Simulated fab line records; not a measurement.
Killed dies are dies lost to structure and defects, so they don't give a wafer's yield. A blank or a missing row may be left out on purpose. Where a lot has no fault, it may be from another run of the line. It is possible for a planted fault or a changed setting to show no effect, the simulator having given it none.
Chamber matching    flow nand harc    pecvd-02 running NHARC_A_ONON_D2_DEP_33: 3 sister chambers
The step deposits SiO2, target thk 200 nm. 3 wafers are shown with their chamber, then 12 later ones without.

## WAFERS, EACH WITH ITS CHAMBER
wafer   chamber  heater power w (W)
L087.6  2        430
L092.4  0        575
L092.6  1        475

## WAFERS MISSING THEIR CHAMBER
wafer   heater power w (W)
L093.3  508
L093.5  512
L093.6  456
L097.2  518
L097.3  442
L097.4  459
L097.1  576
L097.5  584
L097.6  526
L095.1  575
L095.3  501
L095.5  405

## EACH ONE'S CHAMBER
wafer   from the rows above           in truth
L093.3  can't be placed: 1 or 0 or 2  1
L093.5  can't be placed: 1 or 0 or 2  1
L093.6  can't be placed: 1 or 2       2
L097.2  can't be placed: 1 or 0 or 2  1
L097.3  can't be placed: 2 or 1       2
L097.4  can't be placed: 1 or 2       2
L097.1  0                             0
L097.5  0                             0
L097.6  can't be placed: 0 or 1 or 2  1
L095.1  0                             0
L095.3  can't be placed: 1 or 2 or 0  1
L095.5  can't be placed: 2 or 1       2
Correct placement for 3 of the 12. Unplaceable from these rows: 9, with the true chamber sitting among the candidates in 9. Placed wrongly: 0.
How it was worked out, from the rows above alone: a wafer's distance from a chamber is the root of the sum, over the readings, of the square of ((its reading less the chamber's mean) divided by the reading's scatter). The wafer belongs to the nearest chamber; if the next one is less than 2 further off, it can't be placed. The mean given for a chamber averages the wafers shown for that chamber. The scatter: root of mean squared gap, hidden wafer to nearest shown wafer, with one shown wafer a chamber.
